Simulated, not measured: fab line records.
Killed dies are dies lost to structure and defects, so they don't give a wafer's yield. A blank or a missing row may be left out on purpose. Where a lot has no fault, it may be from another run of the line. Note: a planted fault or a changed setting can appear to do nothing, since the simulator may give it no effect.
fab line records	flow n5-finfet
record: lots: 4	wafers: 12	last-day: 18
route steps=1938 shown BEOL_M4@1099 BEOL_M5@1112 BEOL_M8@1332 PASSIVATION@1936
lots untouched by any fault: they come from a run of this same line in which no faults occurred
start-h: hours from the record's first day to the start of the lot's first wafer shown	wait-h: time in hours since the lot's previous step	" repeats the value in the row above	L1.1+2: a single row standing in for several wafers	- no value, or no start was given	* or withheld: withheld	< > ~ a bound
route shown NAME@n: names a module that has steps shown in the file, with the first one's number in the route	usual: average and standard deviation across the fault-free wafers	same: alike in all rows	chamber/n: place in a boat	sites: per-site readings	_std_site: standard deviation across them	_edge_site: mean of outer sites minus mean of inner sites	radius-mm: for every site, how far away it sits from the centre of the wafer	mask NAME#n: copy n	behind: the most recent tool/chamber to have shaped the wafer	hold: cause of the lot's hold/its duration in hours/its outcome	device: the n, p or np transistor that did not switch	end of line: tests run on the same wafers once the route is complete	for a step that has no rows: nothing shown but its recipe	killed: dies that structure and defects cost at the first sort, which is not the same as the wafer's yield	map: a wafer's dies, x killed, . not, _ none there
set.NAME: the setting as run; set.NAME@STEP: as run at that earlier step	model.NAME: the simulator's own value behind a step, which no gauge read
certain route steps with their lots: each step a table, each wafer a row
services: the hour from which a tool's chamber was out of use, counted from the record's first day as start-h (under 0 if before that day), plus the number of hours and why
== steps ==
step: N5_BEOL_M4_ANNEAL_95
recipe: temp-c: 400	time-s: 240	ambient: vacuum
step: N5_BEOL_M4_SPUTTER_96
recipe: material: Cu	target-thk-a: 45	temp-c: -20	chamber-pressure-pa: 0.07	power-w: withheld	time-s: 8.29
step: N5_BEOL_M4_ECD_50
recipe: material: Cu	target-thk-a: 3000
step: N5_BEOL_M4_ANNEAL_51
recipe: temp-c: 225	time-s: 90	ambient: N2
step: N5_BEOL_M4_CMP_52
recipe: stop-on: SiOC	t-overpolish-s: 6.8	down-force-psi: 1	platen-rpm: 50	clearing-platen-down-force-psi: 1.5	clearing-platen-rpm: 50	post-cmp-clean: cu-alkaline	target-thk-nm: 40	clearing-platen-pad-velocity-m-s: 0.99484	pad-velocity-m-s: 0.99484
step: N5_BEOL_M4_PRE_CLEAN_60
recipe: gas: NH3/H2	time-s: 15	temp-c: *	rf-power-w: 300
step: N5_BEOL_M4_CO_CAP_55
recipe: material: Co	target-thk-a: 20	temp-c: 200	precursor: CCTBA/H2	pressure-torr: 30	time-s: 102.1
step: N5_BEOL_M4_PRE_CLEAN_56
recipe: gas: NH3	time-s: 15	temp-c: withheld	rf-power-w: 300
step: N5_BEOL_M4_DEP_57
recipe: material: SiCN	target-thk-a: 80	temp-c: withheld	precursor: 3MS/NH3	pressure-torr: 3	rf-w: 202	time-s: 14
step: N5_BEOL_M4_RC_MEAS_101
usual: DIBL_N: 36.9/1.7	DIBL_P: 36.7/2.1	IOFF_N: 0.17/0.032	IOFF_P: 0.22/0.036	ION_N: 674/12	ION_P: 461/7	SS_N: 71.7/0.6	SS_P: 73.4/0.67	VT_N: 249/3.1	VT_P: -250/3.2
lot.wafer	tool	chamber	start-h	wait-h	DIBL_N[mV/V]	DIBL_P[mV/V]	IOFF_N[nA/um]	IOFF_P[nA/um]	ION_N[uA/um]	ION_P[uA/um]	SS_N[mV/dec]	SS_P[mV/dec]	VT_N[mV]	VT_P[mV]
L447.1	prober-02	0	192.00	0.0	38.1	38.8	0.19	0.24	673	457	72.0	73.6	246	-249
L447.2	"	0	"	"	36.9	36.1	0.16	0.19	673	454	71.5	73.8	251	-251
L447.5	"	0	"	"	39.1	38.6	0.21	0.24	684	464	71.9	73.2	246	-247
L465.4	prober-01	0	286.39	0.5	35.7	35.6	0.16	0.24	680	468	71.9	72.9	247	-246
L465.5	"	0	"	"	33.9	33.3	0.12	0.19	660	460	71.3	72.2	254	-249
L465.6	"	0	"	"	37.7	38.0	0.19	0.28	698	472	72.2	73.4	245	-242
L466.1	prober-01	0	288.99	0.0	38.3	39.8	0.19	0.26	674	471	72.0	74.2	247	-246
L466.2	"	0	"	"	36.0	36.7	0.15	0.20	672	459	71.0	73.8	252	-249
L466.3	"	0	"	"	37.9	38.9	0.20	0.24	683	460	72.2	73.7	248	-250
L469.1	prober-01	0	311.87	0.0	38.3	38.6	0.16	0.23	664	460	71.9	73.7	253	-250
L469.2	"	0	"	"	39.1	38.7	0.19	0.25	687	477	72.6	73.6	248	-248
L469.3	"	0	"	"	38.0	37.7	0.15	0.22	659	457	71.8	73.3	252	-251
step: N5_BEOL_M5_ILD_DEP_00
recipe: material: SiCOH_lowk	target-thk-a: 1406.4	temp-c: 300	precursor: DEMS/porogen	pressure-torr: 5	rf-w: 500	time-s: 25.9
step: N5_BEOL_M5_CURE_79
recipe: temp-c: 385	time-s: 240	ambient: He/Ar	material: SiCOH_lowk
step: N5_BEOL_M5_PECVD_70
recipe: material: SiO2	target-thk-a: 160	temp-c: 400	precursor: TEOS/O2	pressure-torr: 5.5	rf-w: 450	teos-flow-sccm: 53.8	gas: O2	flow-sccm: 3000	time-s: 18
step: N5_BEOL_M5_HM_DEP_02
recipe: material: TiN	target-thk-a: 200	temp-c: 25	chamber-pressure-pa: 0.49996
step: N5_BEOL_M5_COAT_59
recipe: resist: SOC	temp-c: 250	time-s: 60	spin-rpm: 1500	resist-thk-nm: 60
step: N5_BEOL_M5_COAT_60
recipe: resist: SiARC	temp-c: 220	time-s: 60	spin-rpm: 1500	resist-thk-nm: 12
step: N5_BEOL_M5_COAT_71
recipe: resist: underlayer	temp-c: 205	time-s: 60	spin-rpm: 1500	resist-thk-nm: 5
step: N5_BEOL_M5_COAT_05
recipe: resist: CAR-EUV	spin-rpm: 1500	resist-thk-nm: 30
step: N5_BEOL_M5_EBR_07
recipe: solvent: PGMEA	ebr-width-mm: 1.5
step: N5_BEOL_M5_SOFTBAKE_06
recipe: temp-c: 110	time-s: 60	resist: CAR-EUV
step: N5_BEOL_M5_EXPOSE_08
recipe: mask-id: M5	na: 0.33	source-shape: annular	sigma-inner: 0.4	sigma-outer: 0.8	polarization: unpolarized	target-cd-nm: 28	dose-mj: 35.75
step: N5_BEOL_M5_PEB_09
recipe: peb-temp-c: 100	peb-time-s: 60	resist: CAR-EUV
step: N5_BEOL_M5_DEVELOP_10
recipe: develop-time-s: 30	developer: TMAH	resist: CAR-EUV	rinse-liquid: surfactant-rinse	dry: air-spin	dev-temp-c: 23
step: N5_BEOL_M5_DESCUM_16
recipe: chemistry: O2	time-s: 7	source-power-w: 50	bias-power-w: 20	pressure-mtorr: 20	rf-frequency-hz: 2.712e+07	temp-c: 40	resist: CAR-EUV	o2-flow-sccm: 225
step: N5_BEOL_M5_ETCH_72
recipe: chemistry: N2/H2	target: underlayer	target-depth-a: 65	mask-material: CAR-EUV	time-s: 5.2	ion-energy-ev: 200	pressure-mtorr: 30	source-w: 840	bias-w: 150	n2-flow-sccm: 200	h2-flow-sccm: 200	ends: cleared
step: N5_BEOL_M5_ETCH_61
recipe: chemistry: CF4	target: SiARC	target-depth-a: 156	mask-material: CAR-EUV	time-s: 26	ion-energy-ev: 80	pressure-mtorr: 40	source-w: 545	bias-w: 36	Ar_flow_sccm: 100	cf4-flow-sccm: 100	ends: cleared
step: N5_BEOL_M5_ETCH_62
recipe: chemistry: N2/H2	target: SOC	target-depth-a: 750	overetch-a: 150	mask-material: SiARC	temp-c: 40	time-s: 112.5	ion-energy-ev: 200	pressure-mtorr: 30	source-w: 840	bias-w: 150	n2-flow-sccm: 200	h2-flow-sccm: 200
step: N5_BEOL_M5_STRIP_63
recipe: chemistry: N2/H2	temp-c: 40	n2-flow-sccm: 200	h2-flow-sccm: 200	rf-frequency-hz: 6e+07
step: N5_BEOL_M5_STRIP_73
recipe: chemistry: N2/H2	temp-c: 40	n2-flow-sccm: 200	h2-flow-sccm: 200	rf-frequency-hz: 6e+07
step: N5_BEOL_M5_STRIP_64
recipe: chemistry: CF4	resist: SiARC	power-w: 300	bias-power-w: 75	pressure-mtorr: 50	cf4-flow-sccm: 150	rf-frequency-hz: 6e+07
step: N5_BEOL_M5_HM_OPEN_17
recipe: chemistry: Cl2/BCl3	target-depth-a: 200	overetch-a: 60	target: TiN	mask-material: SOC	ion-energy-ev: 150	pressure-mtorr: 10	icp-w: 1000	bias-w: 126	Cl2_flow_sccm: 53.25	bcl3-flow-sccm: 21.75	Ar_flow_sccm: 25
step: N5_BEOL_M5_STRIP_19
recipe: chemistry: O2	power-w: 400	temp-c: 40	pressure-mtorr: 30	rf-frequency-hz: 6e+07	bias-power-w: 0	overash-fraction: 0.2	o2-flow-sccm: 225
step: N5_BEOL_M5_COAT_65
recipe: resist: SOC	temp-c: 250	time-s: 60	spin-rpm: 1500	resist-thk-nm: 60
step: N5_BEOL_M5_COAT_66
recipe: resist: SiARC	temp-c: 220	time-s: 60	spin-rpm: 1500	resist-thk-nm: 12
step: N5_BEOL_M8_ILD_DEP_00
recipe: material: SiCOH_lowk	target-thk-a: 1797.5	temp-c: 300	precursor: DEMS/porogen	pressure-torr: 5	rf-w: 500	time-s: 33.4
usual: heater-power-outer-w: 140/25	heater-power-w: 309/49	showerhead-plenum-p-Torr: 5.745/0.016	throttle-valve-pct: 13.9/0.64
lot.wafer	tool	chamber	start-h	wait-h	heater-power-outer-w	heater-power-w	showerhead-plenum-p-Torr	since-wet-clean-h	throttle-valve-pct	model.SiCOH_lowk_of_BEOL_M8_ILD_DEP_00.thk-nm
L447.1	pecvd-02	1	217.99	0.0	131	258	5.765	2009	13.6	175.4
L447.2	"	0	"	"	162	361	5.725	1284	14.9	178.4
L447.5	"	1	"	"	133	267	5.765	-	13.5	178.8
L465.4	pecvd-02	0	315.81	0.1	134	317	5.735	-	15.0	51.4
L465.5	"	2	"	"	166	357	5.734	-	13.4	180.6
L465.6	"	1	"	"	162	310	5.756	-	13.6	178
L466.1	pecvd-02	0	317.27	0.0	164	359	5.718	1384	14.8	54
L466.2	"	1	"	"	154	293	5.746	2109	13.7	180.4
L466.3	"	2	"	"	161	358	5.747	630	13.6	181.2
L469.1	pecvd-04	2	341.66	0.0	117	264	5.725	292	12.3	179.2
L469.2	"	0	"	"	139	313	5.737	1046	14.0	180.2
L469.3	"	1	"	"	132	282	5.775	1771	13.8	180.2
step: N5_BEOL_M8_THK_MEAS_01
recipe: reads: SiCOH_lowk_of_BEOL_M8_ILD_DEP_00
usual: M8_ILD_THK: 155.2/2.1
lot.wafer	tool	chamber	start-h	wait-h	M8_ILD_THK[nm]
L447.1	film-metro-02	-	218.57	0.4	151.2
L447.2	"	-	"	"	153.9
L447.5	"	-	"	"	154.1
L465.4	film-metro-01	-	316.37	0.2	44.0
L465.5	"	-	"	"	155.7
L465.6	"	-	"	"	153.5
L466.1	film-metro-01	-	317.84	0.4	46.2
L466.2	"	-	"	"	155.5
L466.3	"	-	"	"	156.4
L469.1	film-metro-01	-	342.24	0.4	154.7
L469.2	"	-	"	"	155.4
L469.3	"	-	"	"	155.3
step: N5_BEOL_M8_CMP_52
recipe: stop-on: SiCOH_lowk	t-overpolish-s: 6.9	down-force-psi: 1	platen-rpm: 50	clearing-platen-down-force-psi: 1.5	clearing-platen-rpm: 50	post-cmp-clean: cu-alkaline	target-thk-nm: 80	clearing-platen-pad-velocity-m-s: 0.99484	pad-velocity-m-s: 0.99484
usual: motor-current-A: 5.9/0.71
lot.wafer	tool	chamber	start-h	wait-h	motor-current-A	model.SiCOH_lowk_of_BEOL_M8_ILD_DEP_00.thk-nm
L447.2	cmp-01	0	225.41	0.3	5.3	150.8
L447.1	"	1	"	"	5.8	148.2
L447.5	"	3	"	"	6.3	151.2
L466.1	cmp-03	0	325.01	0.3	5.3	43.2
L466.3	"	1	"	"	6.7	153.4
L466.2	"	3	"	"	7.3	152.6
L465.4	cmp-04	0	325.32	0.2	5.5	41
L465.5	"	3	"	"	5.5	152.8
L465.6	"	0	"	"	4.9	150.6
L469.2	cmp-04	2	355.24	0.2	5.2	152.4
L469.3	"	3	"	"	5.6	152.4
L469.1	"	1	"	"	6.3	151.6
step: N5_PASSIVATION_PROBE_49
usual: defect-limited-yield: 91.7/1.5	killed_at_M0_to_M3: 32/9.6	killed_at_M4_up: 13/5.3	killed-at-contacts: 12/6.8	killed-at-front-end: 36/9.8	killed-at-other: 4/3.1	killed-dies: 98/17	killed-on-rim: 13/4	killed-open: 65/13	killed-short: 32/8.5	sort_bin_5_function: 4.9/0.93	sort_bin_6_memory: 3.2/0.67	sort_bin_8_speed: 0.00/0.02	sort-n-pass: 1082/17	sort-yield-pct: 91.7/1.4
same: gross-dies: 1180	killed-at-back-side: 0	sort_bin_4_leakage[%]: 0
lot.wafer	tool	chamber	start-h	wait-h	defect-limited-yield[%]	killed_at_M0_to_M3	killed_at_M4_up	killed-at-contacts	killed-at-front-end	killed-at-other	killed-dies	killed-on-rim	killed-open	killed-short	sort_bin_5_function[%]	sort_bin_6_memory[%]	sort_bin_8_speed[%]	sort-n-pass	sort-yield-pct[%]
L465.4	prober-02	-	389.11	0.2	0	39	1079	14	43	5	1180	152	70	45	5.9	3.7	0	0	0
L466.1	prober-02	-	391.95	0.0	0	43	1051	33	43	10	1180	152	92	40	7.1	4.2	0	0	0
killed by level:class
L465.4 BEOL_M8:area-dep=1065 BEOL_M0_SAQP:geometric-particle:open=16 MOL_CONTACT_COAG:geometric-particle:open=12 BEOL_M0_SAQP:geometric-particle:short=12 FIN_SAQP:geometric-particle:short=11 FIN_SAQP:geometric-particle:open=9 STI_FIN_REVEAL:geometric-particle:open=7 STI_FIN_REVEAL:geometric-particle:short=4
L466.1 BEOL_M8:area-dep=1039 MOL_CONTACT_COAG:geometric-particle:open=20 STI_FIN_REVEAL:geometric-particle:open=17 BEOL_M3:geometric-particle:open=12 BEOL_M2:geometric-particle:open=10 MOL_CONTACT_COAG:geometric-particle:short=10 BEOL_M0_SAQP:geometric-particle:short=6 BEOL_M0_SAQP:geometric-particle:open=6
map L465.4 (x killed, . not)
_________________xxxxxxxxxxxx________________
______________xxxxxxxxxxxxxxxxxx_____________
___________xxxxxxxxxxxxxxxxxxxxxxxx__________
__________xxxxxxxxxxxxxxxxxxxxxxxxxx_________
________xxxxxxxxxxxxxxxxxxxxxxxxxxxxxx_______
_______xxxxxxxxxxxxxxxxxxxxxxxxxxxxxxxx______
______xxxxxxxxxxxxxxxxxxxxxxxxxxxxxxxxxx_____
_____xxxxxxxxxxxxxxxxxxxxxxxxxxxxxxxxxxxx____
____xxxxxxxxxxxxxxxxxxxxxxxxxxxxxxxxxxxxxx___
___xxxxxxxxxxxxxxxxxxxxxxxxxxxxxxxxxxxxxxxx__
___xxxxxxxxxxxxxxxxxxxxxxxxxxxxxxxxxxxxxxxx__
__xxxxxxxxxxxxxxxxxxxxxxxxxxxxxxxxxxxxxxxxxx_
__xxxxxxxxxxxxxxxxxxxxxxxxxxxxxxxxxxxxxxxxxx_
_xxxxxxxxxxxxxxxxxxxxxxxxxxxxxxxxxxxxxxxxxxxx
_xxxxxxxxxxxxxxxxxxxxxxxxxxxxxxxxxxxxxxxxxxxx
_xxxxxxxxxxxxxxxxxxxxxxxxxxxxxxxxxxxxxxxxxxxx
_xxxxxxxxxxxxxxxxxxxxxxxxxxxxxxxxxxxxxxxxxxxx
_xxxxxxxxxxxxxxxxxxxxxxxxxxxxxxxxxxxxxxxxxxxx
_xxxxxxxxxxxxxxxxxxxxxxxxxxxxxxxxxxxxxxxxxxxx
_xxxxxxxxxxxxxxxxxxxxxxxxxxxxxxxxxxxxxxxxxxxx
_xxxxxxxxxxxxxxxxxxxxxxxxxxxxxxxxxxxxxxxxxxxx
__xxxxxxxxxxxxxxxxxxxxxxxxxxxxxxxxxxxxxxxxxx_
__xxxxxxxxxxxxxxxxxxxxxxxxxxxxxxxxxxxxxxxxxx_
___xxxxxxxxxxxxxxxxxxxxxxxxxxxxxxxxxxxxxxxx__
___xxxxxxxxxxxxxxxxxxxxxxxxxxxxxxxxxxxxxxxx__
____xxxxxxxxxxxxxxxxxxxxxxxxxxxxxxxxxxxxxx___
_____xxxxxxxxxxxxxxxxxxxxxxxxxxxxxxxxxxxx____
______xxxxxxxxxxxxxxxxxxxxxxxxxxxxxxxxxx_____
_______xxxxxxxxxxxxxxxxxxxxxxxxxxxxxxxx______
________xxxxxxxxxxxxxxxxxxxxxxxxxxxxxx_______
__________xxxxxxxxxxxxxxxxxxxxxxxxxx_________
___________xxxxxxxxxxxxxxxxxxxxxxxx__________
______________xxxxxxxxxxxxxxxxxx_____________
_________________xxxxxxxxxxxx________________
map L466.1 (x killed, . not)
_________________xxxxxxxxxxxx________________
______________xxxxxxxxxxxxxxxxxx_____________
___________xxxxxxxxxxxxxxxxxxxxxxxx__________
__________xxxxxxxxxxxxxxxxxxxxxxxxxx_________
________xxxxxxxxxxxxxxxxxxxxxxxxxxxxxx_______
_______xxxxxxxxxxxxxxxxxxxxxxxxxxxxxxxx______
______xxxxxxxxxxxxxxxxxxxxxxxxxxxxxxxxxx_____
_____xxxxxxxxxxxxxxxxxxxxxxxxxxxxxxxxxxxx____
____xxxxxxxxxxxxxxxxxxxxxxxxxxxxxxxxxxxxxx___
___xxxxxxxxxxxxxxxxxxxxxxxxxxxxxxxxxxxxxxxx__
___xxxxxxxxxxxxxxxxxxxxxxxxxxxxxxxxxxxxxxxx__
__xxxxxxxxxxxxxxxxxxxxxxxxxxxxxxxxxxxxxxxxxx_
__xxxxxxxxxxxxxxxxxxxxxxxxxxxxxxxxxxxxxxxxxx_
_xxxxxxxxxxxxxxxxxxxxxxxxxxxxxxxxxxxxxxxxxxxx
_xxxxxxxxxxxxxxxxxxxxxxxxxxxxxxxxxxxxxxxxxxxx
_xxxxxxxxxxxxxxxxxxxxxxxxxxxxxxxxxxxxxxxxxxxx
_xxxxxxxxxxxxxxxxxxxxxxxxxxxxxxxxxxxxxxxxxxxx
_xxxxxxxxxxxxxxxxxxxxxxxxxxxxxxxxxxxxxxxxxxxx
_xxxxxxxxxxxxxxxxxxxxxxxxxxxxxxxxxxxxxxxxxxxx
_xxxxxxxxxxxxxxxxxxxxxxxxxxxxxxxxxxxxxxxxxxxx
_xxxxxxxxxxxxxxxxxxxxxxxxxxxxxxxxxxxxxxxxxxxx
__xxxxxxxxxxxxxxxxxxxxxxxxxxxxxxxxxxxxxxxxxx_
__xxxxxxxxxxxxxxxxxxxxxxxxxxxxxxxxxxxxxxxxxx_
___xxxxxxxxxxxxxxxxxxxxxxxxxxxxxxxxxxxxxxxx__
___xxxxxxxxxxxxxxxxxxxxxxxxxxxxxxxxxxxxxxxx__
____xxxxxxxxxxxxxxxxxxxxxxxxxxxxxxxxxxxxxx___
_____xxxxxxxxxxxxxxxxxxxxxxxxxxxxxxxxxxxx____
______xxxxxxxxxxxxxxxxxxxxxxxxxxxxxxxxxx_____
_______xxxxxxxxxxxxxxxxxxxxxxxxxxxxxxxx______
________xxxxxxxxxxxxxxxxxxxxxxxxxxxxxx_______
__________xxxxxxxxxxxxxxxxxxxxxxxxxx_________
___________xxxxxxxxxxxxxxxxxxxxxxxx__________
______________xxxxxxxxxxxxxxxxxx_____________
_________________xxxxxxxxxxxx________________
== services ==
tool	chamber	start-h	hours	kind
cmp-04	-	203.67	4.3	repair
cmp-03	-	226.34	4.0	pm
cmp-03	-	230.34	-	consumable-replace:conditioner
cmp-03	-	230.34	-	consumable-replace:pad
cmp-01	-	258.90	4.0	pm
cmp-04	-	259.58	2.5	repair
cmp-03	-	262.06	3.9	pm
cmp-01	-	262.90	-	consumable-replace:conditioner
cmp-01	-	262.90	-	consumable-replace:pad
cmp-01	-	272.01	6.9	pm
pecvd-02	0	294.23	2.1	scheduled-down
pecvd-04	-	314.96	6.0	pm
pecvd-02	-	318.61	0.8	repair
cmp-01	-	321.72	7.3	repair
cmp-01	-	338.52	4.8	pm
cmp-03	-	347.41	1.0	repair
== key ==
first-sign: step: N5_BEOL_M8_THK_MEAS_01	reading: M8_ILD_THK	direction: down	sigmas: 53	usual: 155.2	struck: 45.1
effect: step: N5_PASSIVATION_PROBE_49	reading: killed_at_M4_up	direction: up	sigmas: 99+	usual: 13	struck: 1065
model-effect: step: N5_BEOL_M8_ILD_DEP_00	value: SiCOH_lowk_of_BEOL_M8_ILD_DEP_00.thk-nm	without: 177.5	struck: 52.7
model-effect: step: N5_BEOL_M8_CMP_52	value: SiCOH_lowk_of_BEOL_M8_ILD_DEP_00.thk-nm	without: 150	struck: 42.1
more-kills-born-at: N5_BEOL_M8_ILD_DEP_00@pecvd-02: 2104
met-at N5_BEOL_M8_ILD_DEP_00
struck-wafers L465.4,L466.1
later-rows-left-out L465.4,L466.1
onset-between 217.99 315.81
fault: kind: process-parameter-drift	tool: pecvd-02	chamber: 0	onset-h: 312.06	steps: N5_BEOL_M8_ILD_DEP_00	channel: time-s	offset: *	shape: step	end-h: 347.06	acts-in: *	stated: *
later-rows-left-out: the simulator's readings of these wafers behind a module that went badly wrong aren't trusted and aren't shown, but for the sort
